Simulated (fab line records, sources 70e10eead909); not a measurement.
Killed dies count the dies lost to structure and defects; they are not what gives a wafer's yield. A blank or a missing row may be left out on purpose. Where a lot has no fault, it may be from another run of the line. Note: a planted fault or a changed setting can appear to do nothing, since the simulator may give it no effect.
fab line records -- flow nand_harc
[record] lots = 5, wafers = 15, last_day = 31
route steps=1302 shown P_STI@76 P_GATE@110 END@1302
lots with no fault: from the same line, run without faults
start_h: start of the lot's first displayed wafer, in hours after the record's first day -- wait_h: hours from the lot's prior step to this one -- " unchanged from the row above -- L1.1+2: one row covering several wafers at once -- - either no value or no given start -- * or withheld: withheld -- < > ~ a bound
route shown NAME@n: names a module that has steps shown in the file, with the first one's number in the route -- usual: mean/standard deviation of fault-free wafers -- same: alike in all rows -- chamber/n: place in a boat -- sites: the reading at each site -- _std_site: the standard deviation of these -- _edge_site: outer sites' mean less inner sites' -- radius_mm: how far each site lies from the wafer's centre -- mask NAME#n: copy n -- behind: the last tool/chamber to shape the wafer -- hold: cause of the lot's hold/its duration in hours/its outcome -- device: whichever transistor did not switch (one of n, p or np) -- end of line: at the end of the route, the tests of the same wafers -- a step with no rows: only its recipe -- killed: not the wafer's yield, but the dies lost to structure and defects at the first sort -- map: a wafer's dies, x killed, . not, _ none there
set.NAME: the run value of the setting; set.NAME@STEP: its run value at that earlier step -- model.NAME: the simulator's own value behind a step, which no gauge read
certain route steps with their lots: each step a table, each wafer a row
services: a tool's chamber out of use, with start hour (start_h, from the record's first day; less than 0 if before it), hours out, and reason
[[steps]]
[step NHARC_P_STI_COAT_41]
[recipe] temp_c = 200, time_s = 65
[step NHARC_P_STI_COAT_03]
[recipe] spin_rpm = 2000, resist_thk_nm = 600
[step NHARC_P_STI_SOFTBAKE_04]
[recipe] temp_c = 125, time_s = 70
[step NHARC_P_STI_EBR_05]
[step NHARC_P_STI_EXPOSE_06]
[recipe] na = 0.55, target_cd_nm = 200, dose_mj = 37.69, mask_id = P_STI
[step NHARC_P_STI_PEB_07]
[recipe] peb_temp_c = 128, peb_time_s = 80
[step NHARC_P_STI_DEVELOP_08]
[recipe] time_s = 50, dev_temp_c = 22
[step NHARC_P_STI_CD_MEAS_09]
[recipe] target_cd_nm = 200, landing_energy_ev = 500
[usual] cd_nm = 199.7/1.7
lot.wafer,tool,chamber,start_h,wait_h,cd_nm
L101.1,cd_sem-03,0,44.07,-,202.7
L101.4,cd_sem-03,0,44.07,-,201.3
L101.5,cd_sem-03,0,44.07,-,198.7
L105.2,cd_sem-02,0,86.05,-,199.8
L105.3,cd_sem-02,0,86.05,-,200.5
L105.5,cd_sem-02,0,86.05,-,200.5
L109.3,cd_sem-02,0,122.09,-,198.8
L109.5,cd_sem-02,0,122.09,-,200.5
L109.6,cd_sem-02,0,122.09,-,200.4
L111.2,cd_sem-01,0,142.42,-,200.3
L111.4,cd_sem-01,0,142.42,-,199.0
L111.6,cd_sem-01,0,142.42,-,200.1
L118.1,cd_sem-02,0,213.17,-,201.6
L118.2,cd_sem-02,0,213.17,-,202.4
L118.5,cd_sem-02,0,213.17,-,201.9
[step NHARC_P_STI_OVL_MEAS_10]
[usual] overlay_x_nm = 0/5.9, overlay_y_nm = 1/5.9
lot.wafer,tool,chamber,start_h,wait_h,overlay_x_nm,overlay_y_nm
L101.1,overlay-02,-,44.16,-,-10,0
L101.4,overlay-02,-,44.16,-,-10,1
L101.5,overlay-02,-,44.16,-,-10,1
L105.2,overlay-01,-,86.14,-,8,-2
L105.3,overlay-01,-,86.14,-,9,-3
L105.5,overlay-01,-,86.14,-,8,-3
L109.3,overlay-01,-,122.17,-,-3,-11
L109.5,overlay-01,-,122.17,-,-3,-11
L109.6,overlay-01,-,122.17,-,-3,-11
L111.2,overlay-01,-,142.51,-,4,0
L111.4,overlay-01,-,142.51,-,3,1
L111.6,overlay-01,-,142.51,-,3,1
L118.1,overlay-02,-,213.26,-,1,2
L118.2,overlay-02,-,213.26,-,1,2
L118.5,overlay-02,-,213.26,-,0,2
[step NHARC_P_STI_INSPECT_11]
[usual] raw_defect_count = 5.2/2.5
lot.wafer,tool,chamber,start_h,wait_h,raw_defect_count
L101.1,defect_inspect-01,-,44.20,0.0,7
L101.4,defect_inspect-01,-,44.20,0.0,8
L101.5,defect_inspect-01,-,44.20,0.0,5
L105.2,defect_inspect-01,-,86.17,0.0,6
L105.3,defect_inspect-01,-,86.17,0.0,5
L105.5,defect_inspect-01,-,86.17,0.0,4
L109.3,defect_inspect-01,-,122.21,0.0,6
L109.5,defect_inspect-01,-,122.21,0.0,6
L109.6,defect_inspect-01,-,122.21,0.0,5
L111.2,defect_inspect-02,-,142.54,0.0,5
L111.4,defect_inspect-02,-,142.54,0.0,3
L111.6,defect_inspect-02,-,142.54,0.0,3
L118.1,defect_inspect-02,-,213.29,0.0,6
L118.2,defect_inspect-02,-,213.29,0.0,6
L118.5,defect_inspect-02,-,213.29,0.0,3
[step NHARC_P_STI_HARDBAKE_13]
[recipe] temp_c = 118, time_s = 65
[step NHARC_P_STI_DESCUM_14]
[recipe] time_s = 3, o2_flow_sccm = 200, ar_flow_sccm = 0, bias_power_w = 0, chemistry = O2
[usual] drypump_motor_current_A = 5.8/0.49, oes_product_au = 1.001/0.0074, rf_vpp_V = 57.8/0.91, showerhead_plenum_p_Torr = 1.89/0.095, throttle_valve_pct = 11.311/0.0079
lot.wafer,tool,chamber,start_h,wait_h,drypump_motor_current_A,oes_product_au,rf_hours_counter_h,rf_vpp_V,showerhead_plenum_p_Torr,throttle_valve_pct
L101.1,rie_diel-09,0,44.33,-,5.5,1.001,3,56.7,1.79,11.316
L101.4,rie_diel-09,1,44.33,-,6.0,1.000,3,55.9,1.82,11.309
L101.5,rie_diel-09,0,44.33,-,5.5,1.001,-,57.0,1.79,11.307
L105.3,rie_diel-12,2,86.31,-,5.1,1.007,12,56.5,1.84,11.298
L105.2,rie_diel-12,1,86.31,-,6.6,0.998,13,58.7,1.90,11.307
L105.5,rie_diel-12,3,86.31,-,5.1,0.997,-,57.6,1.78,11.322
L109.3,rie_diel-09,3,122.34,-,6.2,1.001,9,58.6,2.06,11.301
L109.5,rie_diel-09,3,122.34,-,6.2,0.997,-,59.6,2.07,11.307
L109.6,rie_diel-09,0,122.34,-,5.6,1.001,-,57.5,1.79,11.292
L111.2,rie_diel-09,0,142.70,-,5.5,1.009,9,57.8,1.79,11.312
L111.6,rie_diel-09,0,142.70,-,5.5,1.004,-,58.1,1.79,11.324
L111.4,rie_diel-09,2,142.70,-,5.6,0.986,-,58.3,1.99,11.324
L118.1,rie_diel-12,1,213.43,-,6.5,0.999,10,58.1,1.90,11.302
L118.2,rie_diel-12,2,213.43,-,5.2,0.996,10,58.6,1.84,11.320
L118.5,rie_diel-12,1,213.43,-,6.6,0.998,-,58.2,1.90,11.316
[step NHARC_P_STI_ETCH_42]
[recipe] target_depth_a = 800, overetch_a = 240, time_s = 61, ion_energy_ev = 200, n2_flow_sccm = 150, h2_flow_sccm = 150, ar_flow_sccm = 0, rf_w = 400, bias_w = 150, chemistry = N2/H2
[usual] drypump_motor_current_A = 5.9/0.49, oes_product_au = 1.001/0.0075, rf_vpp_V = 429.8/2.8, showerhead_plenum_p_Torr = 2.02/0.1, throttle_valve_pct = 14.170/0.0086
lot.wafer,tool,chamber,start_h,wait_h,drypump_motor_current_A,oes_product_au,rf_hours_counter_h,rf_vpp_V,showerhead_plenum_p_Torr,throttle_valve_pct
L101.4,rie_diel-09,0,44.43,0.1,5.5,1.007,3,427.6,1.90,14.186
L101.1,rie_diel-09,1,44.43,0.1,6.0,1.000,3,426.9,1.94,14.166
L101.5,rie_diel-09,3,44.43,0.1,6.2,1.008,-,435.5,2.21,14.173
L105.3,rie_diel-12,1,86.39,0.1,6.6,1.003,13,429.4,2.03,14.168
L105.2,rie_diel-12,3,86.39,0.1,5.1,0.990,13,428.5,1.90,14.178
L105.5,rie_diel-12,1,86.39,0.1,6.6,0.993,-,431.3,2.03,14.165
L109.3,rie_diel-09,3,122.44,0.1,6.2,0.999,9,434.3,2.21,14.164
L109.5,rie_diel-09,1,122.44,0.1,6.0,0.998,-,427.4,1.93,14.155
L109.6,rie_diel-09,2,122.44,0.1,5.6,0.995,-,433.0,2.13,14.174
L111.4,rie_diel-09,0,142.82,0.0,5.5,1.006,9,425.4,1.90,14.166
L111.2,rie_diel-09,1,142.82,0.0,6.0,1.003,8,427.5,1.93,14.156
L111.6,rie_diel-09,2,142.82,0.0,5.6,0.996,-,433.7,2.13,14.165
L118.1,rie_diel-12,3,213.51,0.1,5.1,1.013,9,426.7,1.90,14.170
L118.2,rie_diel-12,1,213.51,0.1,6.6,1.000,10,430.4,2.02,14.183
L118.5,rie_diel-12,0,213.51,0.1,6.0,1.002,-,428.8,1.99,14.174
[step NHARC_P_STI_ETCH_31]
[recipe] target_depth_a = 1089, time_s = 54.5, cf4_flow_sccm = 100, chf3_flow_sccm = 30, ar_flow_sccm = 0, rf_w = 500, bias_w = 200, chemistry = CF4/CHF3
[usual] drypump_motor_current_A = 5.8/0.49, oes_product_au = 0.962/0.018, rf_vpp_V = 370.1/2.5, showerhead_plenum_p_Torr = 1.56/0.074, throttle_valve_pct = 16.801/0.0084
lot.wafer,tool,chamber,start_h,wait_h,drypump_motor_current_A,oes_product_au,rf_hours_counter_h,rf_vpp_V,showerhead_plenum_p_Torr,throttle_valve_pct
L101.1,rie_diel-09,2,-,-,5.6,0.972,3,372.9,1.64,16.792
L101.4,rie_diel-09,0,-,-,5.6,0.951,3,368.1,1.48,16.815
L101.5,rie_diel-09,2,-,-,5.6,0.964,-,371.4,1.64,16.802
L105.3,rie_diel-12,3,-,-,5.1,0.963,13,365.8,1.47,16.803
L105.2,rie_diel-12,0,-,-,6.0,0.967,14,368.9,1.54,16.799
L105.5,rie_diel-12,2,-,-,5.2,0.967,-,368.7,1.52,16.805
L109.3,rie_diel-09,0,-,-,5.6,0.932,8,368.7,1.47,16.810
L109.5,rie_diel-09,2,-,-,5.6,0.926,-,372.6,1.64,16.792
L109.6,rie_diel-09,3,-,-,6.2,0.921,-,375.8,1.69,16.803
L111.4,rie_diel-09,2,-,-,5.7,0.945,9,370.9,1.64,16.803
L111.2,rie_diel-09,3,-,-,6.2,0.993,9,373.2,1.69,16.790
L111.6,rie_diel-09,0,-,-,5.6,0.963,-,368.2,1.47,16.798
L118.2,rie_diel-12,3,-,-,5.1,0.990,9,368.1,1.47,16.802
L118.1,rie_diel-12,1,-,-,6.6,0.969,10,372.1,1.56,16.801
L118.5,rie_diel-12,2,-,-,5.1,0.976,-,369.3,1.51,16.810
[step NHARC_P_STI_ETCH_15]
[recipe] target_depth_a = 3000, taper_deg = 4, time_s = 100.1, hbr_flow_sccm = 150, cl2_flow_sccm = 50, rf_w = 400, icp_w = 400, bias_w = 100, chemistry = HBr/Cl2
[usual] drypump_motor_current_A = 5.8/0.42, oes_product_au = 1.000/0.0069, throttle_valve_pct = 26.405/0.0088
lot.wafer,tool,chamber,start_h,wait_h,drypump_motor_current_A,oes_product_au,rf_hours_counter_h,throttle_valve_pct
L101.1,rie_si-04,1,44.65,-,6.1,1.003,0.4,26.406
L101.4,rie_si-04,2,44.65,-,5.9,0.997,-,26.399
L101.5,rie_si-04,3,44.65,-,6.0,0.999,-,26.384
L105.2,rie_si-04,1,86.58,-,6.1,1.009,0.8,26.405
L105.3,rie_si-04,0,86.58,-,5.1,0.999,0.5,26.402
L105.5,rie_si-04,1,86.58,-,6.1,1.001,-,26.411
L109.3,rie_si-01,2,122.66,-,5.5,0.992,0.7,26.407
L109.6,rie_si-01,3,122.66,-,6.6,0.998,-,26.408
L109.5,rie_si-01,0,122.66,-,6.2,0.987,-,26.396
L111.4,rie_si-04,1,143.00,-,6.1,1.000,1.3,26.397
L111.2,rie_si-04,0,143.00,-,5.1,1.007,0.9,26.409
L111.6,rie_si-04,2,143.00,-,5.9,1.004,-,26.410
L118.2,rie_si-01,3,213.72,-,6.5,1.006,0.1,26.402
L118.1,rie_si-01,0,213.72,-,6.1,0.999,0.1,26.417
L118.5,rie_si-01,0,213.72,-,6.2,1.002,-,26.407
[step NHARC_P_STI_CD_MEAS_16]
[usual] cd_nm = 199.1/1.9
lot.wafer,tool,chamber,start_h,wait_h,cd_nm
L101.1,cd_sem-02,-,44.80,-,202.0
L101.4,cd_sem-02,-,44.80,-,200.6
L101.5,cd_sem-02,-,44.80,-,197.9
L105.2,cd_sem-02,-,86.75,-,199.0
L105.3,cd_sem-02,-,86.75,-,199.5
L105.5,cd_sem-02,-,86.75,-,199.5
L109.3,cd_sem-02,-,122.78,-,198.3
L109.5,cd_sem-02,-,122.78,-,200.4
L109.6,cd_sem-02,-,122.78,-,202.0
L111.2,cd_sem-01,-,143.16,-,202.1
L111.4,cd_sem-01,-,143.16,-,198.1
L111.6,cd_sem-01,-,143.16,-,200.5
L118.1,cd_sem-03,-,213.89,-,201.0
L118.2,cd_sem-03,-,213.89,-,202.1
L118.5,cd_sem-03,-,213.89,-,201.4
[step NHARC_P_STI_OCD_MEAS_17]
[usual] trench_depth_nm = 300.3/2.7, trench_foot_cd_nm = 157.7/1.7
lot.wafer,tool,chamber,start_h,wait_h,trench_depth_nm,trench_foot_cd_nm
L101.1,ocd-02,-,44.89,0.1,302.6,160.5
L101.4,ocd-02,-,44.89,0.1,303.6,159.5
L101.5,ocd-02,-,44.89,0.1,302.0,156.2
L105.2,ocd-01,-,86.83,0.1,303.1,157.7
L105.3,ocd-01,-,86.83,0.1,298.2,158.8
L105.5,ocd-01,-,86.83,0.1,303.1,158.9
L109.3,ocd-01,-,122.87,0.1,294.1,158.0
L109.5,ocd-01,-,122.87,0.1,295.7,159.0
L109.6,ocd-01,-,122.87,0.1,300.1,158.4
L111.2,ocd-01,-,143.24,0.1,300.1,157.8
L111.4,ocd-01,-,143.24,0.1,303.3,156.4
L111.6,ocd-01,-,143.24,0.1,301.0,157.9
L118.1,ocd-01,-,213.98,0.1,300.4,159.7
L118.2,ocd-01,-,213.98,0.1,305.0,159.8
L118.5,ocd-01,-,213.98,0.1,301.2,159.7
[step NHARC_P_STI_STRIP_19]
[recipe] time_s = 900, temp_c = 130, chemistry = SPM
[step NHARC_P_STI_PRECLEAN_32]
[recipe] time_s = *, temp_c = 50, bath_age_min = 0, chemistry = SC1
[step NHARC_P_STI_SRD_23]
[step NHARC_P_STI_OCD_MEAS_43]
[usual] trench_depth_nm = 300.3/2.6, trench_foot_cd_nm = 157.7/1.7
lot.wafer,tool,chamber,start_h,wait_h,trench_depth_nm,trench_foot_cd_nm
L101.1,ocd-01,-,45.39,-,302.2,160.3
L101.4,ocd-01,-,45.39,-,303.8,159.4
L101.5,ocd-01,-,45.39,-,301.2,156.5
L105.2,ocd-02,-,87.35,-,303.5,158.3
L105.3,ocd-02,-,87.35,-,299.0,158.8
L105.5,ocd-02,-,87.35,-,302.9,158.6
L109.3,ocd-02,-,123.39,-,294.7,157.4
L109.5,ocd-02,-,123.39,-,296.2,159.1
L109.6,ocd-02,-,123.39,-,300.5,158.4
L111.2,ocd-02,-,143.75,-,300.4,158.0
L111.4,ocd-02,-,143.75,-,303.2,156.6
L111.6,ocd-02,-,143.75,-,301.2,158.2
L118.1,ocd-02,-,214.49,-,300.2,159.6
L118.2,ocd-02,-,214.49,-,304.5,160.0
L118.5,ocd-02,-,214.49,-,301.0,159.7
[step NHARC_P_STI_OXIDE_33]
[recipe] target_thk_a = 100, temp_c = 1000, ox_time_s = 281, material = SiO2
[step NHARC_P_STI_HDPCVD_20]
[recipe] target_thk_a = withheld, sigma_open_frac = withheld, material = SiO2
[step NHARC_P_STI_ANNEAL_34]
[recipe] temp_c = 1000, time_s = 1800
[step NHARC_P_STI_CMP_21]
[recipe] t_overpolish_s = 20, target_thk_nm = 380.67
[usual] motor_current_A = 11.6/0.77, overpolish_run_s = 19.999/0.0099
lot.wafer,tool,chamber,start_h,wait_h,motor_current_A,overpolish_run_s
L101.4,cmp-03,1,64.01,0.4,10.3,20.009
L101.1,cmp-03,3,64.01,0.4,11.7,19.990
L101.5,cmp-03,0,64.01,0.4,10.6,20.002
L105.3,cmp-04,3,107.37,0.4,11.8,20.003
L105.2,cmp-04,1,107.37,0.4,12.3,20.006
L105.5,cmp-04,3,107.37,0.4,11.8,19.994
L109.3,cmp-02,3,140.02,0.4,11.6,20.010
L109.5,cmp-02,2,140.02,0.4,11.0,19.985
L109.6,cmp-02,3,140.02,0.4,11.0,20.011
L111.2,cmp-04,3,160.42,0.4,12.1,20.019
L111.4,cmp-04,2,160.42,0.4,12.1,20.004
L111.6,cmp-04,0,160.42,0.4,11.8,20.004
L118.1,cmp-04,3,234.15,0.4,11.1,19.981
L118.2,cmp-04,0,234.15,0.4,12.0,19.988
L118.5,cmp-04,2,234.15,0.4,11.7,19.979
[step NHARC_P_STI_SRD_35]
[step NHARC_P_STI_ETCH_36]
[recipe] target_depth_a = 388, chemistry = dHF, material = SiO2
[step NHARC_P_STI_STRIP_24]
[recipe] temp_c = 160, chemistry = H3PO4, material = Si3N4
[step NHARC_P_STI_ETCH_37]
[recipe] target_depth_a = 110, chemistry = dHF, material = SiO2
[step NHARC_P_STI_PRECLEAN_38]
[recipe] time_s = *, temp_c = 50, bath_age_min = 0, chemistry = SC1
[step NHARC_P_STI_SRD_39]
[step NHARC_P_STI_OXIDE_40]
[recipe] target_thk_a = 100, temp_c = 900, ox_time_s = 1362, material = SiO2
[step NHARC_P_GATE_ETCH_69]
[recipe] target_depth_a = 140, chemistry = dHF, material = SiO2
[step NHARC_P_GATE_PRECLEAN_70]
[recipe] time_s = *, temp_c = 50, bath_age_min = 0, chemistry = SC1
[step NHARC_P_GATE_SRD_01]
[step NHARC_P_GATE_OXIDE_02]
[recipe] target_thk_a = 375, temp_c = 950, p_h2o_torr = 720, ox_time_s = 365, material = SiO2
[step NHARC_P_GATE_DEHYDRATE_03]
[recipe] temp_c = 150, time_s = 120
[step NHARC_P_GATE_HMDS_04]
[recipe] time_s = 30
[step NHARC_P_GATE_COAT_05]
[recipe] spin_rpm = 4690
[step NHARC_P_GATE_SOFTBAKE_06]
[recipe] temp_c = 122, time_s = 95
[step NHARC_END_SORT_01]
[recipe] temp_c = 25
[usual] killed_at_array = 44/16, killed_at_other = 0.6/1.1, killed_at_periphery = 3.9/2.6, killed_dies = 48/16, killed_open = 3.1/1.9, killed_short = 2.4/1.8
[same] gross_dies = 677
lot.wafer,tool,chamber,start_h,wait_h,killed_at_array,killed_at_other,killed_at_periphery,killed_dies,killed_open,killed_short
L118.1,prober-02,0,734.79,2.5,21,1,78,100,2,2
// killed by level:class
L118.1 P_STI:unspecified=74 A_SLIT:chamber_film_flake=13 A_CONTACT:chamber_film_flake=4 A_CHANNEL_HOLE_D1:chamber_film_flake=2 P_STI:geometric_particle:short=1 P_CONTACT:geometric_particle:open=1 P_M1:geometric_particle:open=1 A_CONTACT:geometric_particle:short=1
// map L118.1 (x killed, . not)
____________.____________
_________......._________
_______..........._______
______.............______
_____..............._____
____..x...........x..____
____...........x.....____
___...................___
___............x......___
__.....................__
__.....................__
_......................._
_................x......_
_......................._
_......................._
_......................._
.........................
......x..................
...........x.............
.............x...........
..........x..............
_.........xxxxx.x......._
_........xxxxxxx........_
_.......xxxxxxxx........_
_.......xxxxxxx........._
_........xxxxxxx........_
__......xxxxxxxx.......__
__.......xxxxxxx.......__
___......xxxxxx.......___
___.....xxxxxxx.......___
____.x...x.xxx...x...____
____..x...x.xx.......____
_____......x....x..._____
______.....xx.xx...______
_______..xxxxx...._______
_________xxxxxx._________
____________x____________
// map L105.2 (x killed, . not)
____________.____________
_________......._________
_______..........._______
______.............______
_____..............._____
____............x....____
____.................____
___...................___
___...x.......x......x___
__.....................__
__....................x__
_....................xxx_
_......................._
_........x............x._
_......................._
_.x.x.x.........xx.x...._
.................x.......
.x.......................
.....................x...
.....................x...
.........................
_......................._
_.........x............._
_........x.............._
_......................._
_.......x..............x_
__.....................__
__.....................__
___...................___
___...................___
____.........xx......____
____..x..............____
_____x.............._____
______.............______
_______..........._______
_________......._________
____________.____________
[[services]]
tool,chamber,start_h,hours,kind
cmp-03,-,21.62,2.3,repair
cmp-03,-,23.95,4.0,pm
cmp-04,-,33.90,16.3,repair
cmp-02,-,36.58,4.0,pm
rie_si-04,0,39.79,5.0,repair
rie_diel-12,-,91.40,9.0,pm
cmp-03,-,97.57,1.3,repair
rie_diel-12,2,108.70,1.2,repair
cmp-04,-,111.00,4.0,pm
rie_si-04,2,116.40,1.9,repair
rie_diel-12,3,120.15,6.4,repair
cmp-03,-,121.95,4.0,pm
cmp-02,-,134.58,4.0,pm
rie_diel-09,-,143.19,9.0,pm
rie_diel-12,-,157.70,0.3,repair
rie_si-04,-,165.00,9.0,pm
cmp-04,-,190.06,0.3,repair
rie_si-01,-,193.00,9.0,pm
rie_si-01,1,208.26,10.3,repair
cmp-04,-,209.00,4.0,pm
rie_si-01,3,214.41,2.2,repair
rie_diel-12,1,219.83,6.2,repair
rie_diel-12,2,231.31,7.1,repair
rie_diel-12,3,232.37,7.8,repair
[[key]]
[first_sign] step = NHARC_END_SORT_01, reading = killed_at_periphery, direction = up, sigmas = 29, usual = 3.9, struck = 78
[effect] step = NHARC_END_SORT_01, reading = killed_dies, direction = up, sigmas = 3.2, usual = 48, struck = 100
[more_kills_born_at] NHARC_P_STI_ETCH_42@rie_diel-12 = 74
met_at NHARC_P_STI_ETCH_42
struck_wafers L118.1
tester_left_out L118
onset_between 86.39 213.51
[fault] kind = chamber_particle_source, tool = rie_diel-12, chamber = 3, onset_h = 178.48, steps = NHARC_P_STI_ETCH_42, rate_per_visit_cm2 = 0.64127, end_h = 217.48
// tester_left_out: of these lots the tester's yield and bins aren't shown, on N5 and GAA mostly nor the transistor test; their killed dies are dies lost to structure and defects alone, not to doping, threshold or leakage, so they don't give the yield
